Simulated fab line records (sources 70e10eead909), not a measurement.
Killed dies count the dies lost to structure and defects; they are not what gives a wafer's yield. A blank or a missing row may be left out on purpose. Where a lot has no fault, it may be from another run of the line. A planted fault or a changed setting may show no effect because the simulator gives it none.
Chamber matching / flow nand-harc / rie-diel-02 running NHARC_A_CONTACT_DESCUM_74: 4 sister chambers
The step chemistry O2, time 3 s. 36 wafers are shown with their chamber, then 12 later ones without.

WAFERS WITH THEIR CHAMBER
wafer=L076.1; chamber=3; drypump-motor-current-A (A)=6.5; oes-product-au (a.u.)=1.000; showerhead-plenum-p-Torr (Torr)=1.88
wafer=L076.3; chamber=1; drypump-motor-current-A (A)=5.8; oes-product-au (a.u.)=1.014; showerhead-plenum-p-Torr (Torr)=1.90
wafer=L076.4; chamber=2; drypump-motor-current-A (A)=5.2; oes-product-au (a.u.)=1.008; showerhead-plenum-p-Torr (Torr)=1.76
wafer=L077.2; chamber=1; drypump-motor-current-A (A)=5.8; oes-product-au (a.u.)=1.007; showerhead-plenum-p-Torr (Torr)=1.90
wafer=L077.5; chamber=0; drypump-motor-current-A (A)=4.8; oes-product-au (a.u.)=1.018; showerhead-plenum-p-Torr (Torr)=1.93
wafer=L077.6; chamber=1; drypump-motor-current-A (A)=5.8; oes-product-au (a.u.)=1.013; showerhead-plenum-p-Torr (Torr)=1.90
wafer=L078.1; chamber=0; drypump-motor-current-A (A)=4.9; oes-product-au (a.u.)=1.030; showerhead-plenum-p-Torr (Torr)=1.93
wafer=L078.2; chamber=3; drypump-motor-current-A (A)=6.4; oes-product-au (a.u.)=0.991; showerhead-plenum-p-Torr (Torr)=1.88
wafer=L078.3; chamber=1; drypump-motor-current-A (A)=5.7; oes-product-au (a.u.)=1.011; showerhead-plenum-p-Torr (Torr)=1.90
wafer=L078.4; chamber=2; drypump-motor-current-A (A)=5.2; oes-product-au (a.u.)=1.009; showerhead-plenum-p-Torr (Torr)=1.76
wafer=L078.5; chamber=0; drypump-motor-current-A (A)=4.9; oes-product-au (a.u.)=1.030; showerhead-plenum-p-Torr (Torr)=1.93
wafer=L078.6; chamber=3; drypump-motor-current-A (A)=6.4; oes-product-au (a.u.)=0.994; showerhead-plenum-p-Torr (Torr)=1.88
wafer=L080.1; chamber=3; drypump-motor-current-A (A)=6.4; oes-product-au (a.u.)=0.997; showerhead-plenum-p-Torr (Torr)=1.88
wafer=L080.4; chamber=1; drypump-motor-current-A (A)=5.8; oes-product-au (a.u.)=1.017; showerhead-plenum-p-Torr (Torr)=1.90
wafer=L080.6; chamber=3; drypump-motor-current-A (A)=6.4; oes-product-au (a.u.)=0.995; showerhead-plenum-p-Torr (Torr)=1.88
wafer=L080.2; chamber=0; drypump-motor-current-A (A)=4.9; oes-product-au (a.u.)=1.025; showerhead-plenum-p-Torr (Torr)=1.92
wafer=L080.3; chamber=2; drypump-motor-current-A (A)=5.2; oes-product-au (a.u.)=1.013; showerhead-plenum-p-Torr (Torr)=1.76
wafer=L080.5; chamber=0; drypump-motor-current-A (A)=4.9; oes-product-au (a.u.)=1.029; showerhead-plenum-p-Torr (Torr)=1.93
wafer=L082.2; chamber=0; drypump-motor-current-A (A)=4.9; oes-product-au (a.u.)=1.017; showerhead-plenum-p-Torr (Torr)=1.92
wafer=L082.3; chamber=2; drypump-motor-current-A (A)=5.2; oes-product-au (a.u.)=1.005; showerhead-plenum-p-Torr (Torr)=2.08
wafer=L082.6; chamber=0; drypump-motor-current-A (A)=4.9; oes-product-au (a.u.)=1.008; showerhead-plenum-p-Torr (Torr)=1.92
wafer=L085.1; chamber=0; drypump-motor-current-A (A)=4.9; oes-product-au (a.u.)=1.013; showerhead-plenum-p-Torr (Torr)=1.92
wafer=L085.2; chamber=2; drypump-motor-current-A (A)=5.2; oes-product-au (a.u.)=1.004; showerhead-plenum-p-Torr (Torr)=2.07
wafer=L085.6; chamber=1; drypump-motor-current-A (A)=5.8; oes-product-au (a.u.)=1.015; showerhead-plenum-p-Torr (Torr)=1.90
wafer=L088.1; chamber=3; drypump-motor-current-A (A)=6.5; oes-product-au (a.u.)=1.008; showerhead-plenum-p-Torr (Torr)=1.88
wafer=L088.2; chamber=1; drypump-motor-current-A (A)=5.7; oes-product-au (a.u.)=1.026; showerhead-plenum-p-Torr (Torr)=1.89
wafer=L088.3; chamber=2; drypump-motor-current-A (A)=5.2; oes-product-au (a.u.)=1.001; showerhead-plenum-p-Torr (Torr)=2.07
wafer=L087.3; chamber=3; drypump-motor-current-A (A)=6.5; oes-product-au (a.u.)=1.005; showerhead-plenum-p-Torr (Torr)=1.87
wafer=L087.5; chamber=1; drypump-motor-current-A (A)=5.8; oes-product-au (a.u.)=1.002; showerhead-plenum-p-Torr (Torr)=1.89
wafer=L087.6; chamber=0; drypump-motor-current-A (A)=4.9; oes-product-au (a.u.)=1.027; showerhead-plenum-p-Torr (Torr)=1.92
wafer=L090.1; chamber=1; drypump-motor-current-A (A)=5.8; oes-product-au (a.u.)=1.009; showerhead-plenum-p-Torr (Torr)=1.89
wafer=L090.2; chamber=0; drypump-motor-current-A (A)=4.8; oes-product-au (a.u.)=1.002; showerhead-plenum-p-Torr (Torr)=1.92
wafer=L090.5; chamber=3; drypump-motor-current-A (A)=6.5; oes-product-au (a.u.)=1.011; showerhead-plenum-p-Torr (Torr)=1.87
wafer=L089.1; chamber=3; drypump-motor-current-A (A)=6.4; oes-product-au (a.u.)=1.020; showerhead-plenum-p-Torr (Torr)=1.87
wafer=L089.4; chamber=2; drypump-motor-current-A (A)=5.2; oes-product-au (a.u.)=1.000; showerhead-plenum-p-Torr (Torr)=2.07
wafer=L089.6; chamber=1; drypump-motor-current-A (A)=5.7; oes-product-au (a.u.)=1.001; showerhead-plenum-p-Torr (Torr)=1.89

SIGNATURES (means of the wafers above)
reading=drypump-motor-current-A; chamber 0=4.880; chamber 1=5.770; chamber 2=5.200; chamber 3=6.444; scatter within a chamber=0.043
reading=oes-product-au; chamber 0=1.01990; chamber 1=1.01150; chamber 2=1.00571; chamber 3=1.00233; scatter within a chamber=0.00832
reading=showerhead-plenum-p-Torr; chamber 0=1.9240; chamber 1=1.8960; chamber 2=1.9386; chamber 3=1.8767; scatter within a chamber=0.0725
Rule: distance of a wafer from a chamber = root of the sum over the readings of ((wafer's reading minus chamber's mean) / reading's scatter) squared. The wafer belongs to the nearest chamber; if the next one is less than 2 further off, it can't be placed. The scatter is the square root of a quotient: the sum, over the shown wafers, of each reading's squared deviation from its chamber's mean, divided by wafers minus chambers.

WAFERS WITHOUT THEIR CHAMBER
wafer=L091.2; drypump-motor-current-A (A)=5.2; oes-product-au (a.u.)=0.999; showerhead-plenum-p-Torr (Torr)=2.07
wafer=L091.5; drypump-motor-current-A (A)=4.9; oes-product-au (a.u.)=1.002; showerhead-plenum-p-Torr (Torr)=1.92
wafer=L091.6; drypump-motor-current-A (A)=5.8; oes-product-au (a.u.)=1.000; showerhead-plenum-p-Torr (Torr)=1.89
wafer=L093.3; drypump-motor-current-A (A)=6.5; oes-product-au (a.u.)=1.009; showerhead-plenum-p-Torr (Torr)=1.87
wafer=L093.4; drypump-motor-current-A (A)=5.2; oes-product-au (a.u.)=0.996; showerhead-plenum-p-Torr (Torr)=2.07
wafer=L093.5; drypump-motor-current-A (A)=5.2; oes-product-au (a.u.)=1.012; showerhead-plenum-p-Torr (Torr)=2.07
wafer=L094.1; drypump-motor-current-A (A)=5.7; oes-product-au (a.u.)=1.009; showerhead-plenum-p-Torr (Torr)=1.89
wafer=L094.5; drypump-motor-current-A (A)=5.7; oes-product-au (a.u.)=1.009; showerhead-plenum-p-Torr (Torr)=1.89
wafer=L094.6; drypump-motor-current-A (A)=4.9; oes-product-au (a.u.)=1.018; showerhead-plenum-p-Torr (Torr)=1.92
wafer=L097.1; drypump-motor-current-A (A)=4.9; oes-product-au (a.u.)=1.013; showerhead-plenum-p-Torr (Torr)=1.91
wafer=L097.4; drypump-motor-current-A (A)=6.5; oes-product-au (a.u.)=1.015; showerhead-plenum-p-Torr (Torr)=1.87
wafer=L097.5; drypump-motor-current-A (A)=6.4; oes-product-au (a.u.)=1.015; showerhead-plenum-p-Torr (Torr)=1.87

EACH ONE'S CHAMBER
wafer=L091.2; from the rows above=2; in truth=2
wafer=L091.5; from the rows above=0; in truth=0
wafer=L091.6; from the rows above=1; in truth=1
wafer=L093.3; from the rows above=3; in truth=3
wafer=L093.4; from the rows above=2; in truth=2
wafer=L093.5; from the rows above=2; in truth=2
wafer=L094.1; from the rows above=1; in truth=1
wafer=L094.5; from the rows above=1; in truth=1
wafer=L094.6; from the rows above=0; in truth=0
wafer=L097.1; from the rows above=0; in truth=0
wafer=L097.4; from the rows above=3; in truth=3
wafer=L097.5; from the rows above=3; in truth=3
Correct placement for 12 of the 12. From these rows, 0 cannot be placed. Number placed wrongly: 0.
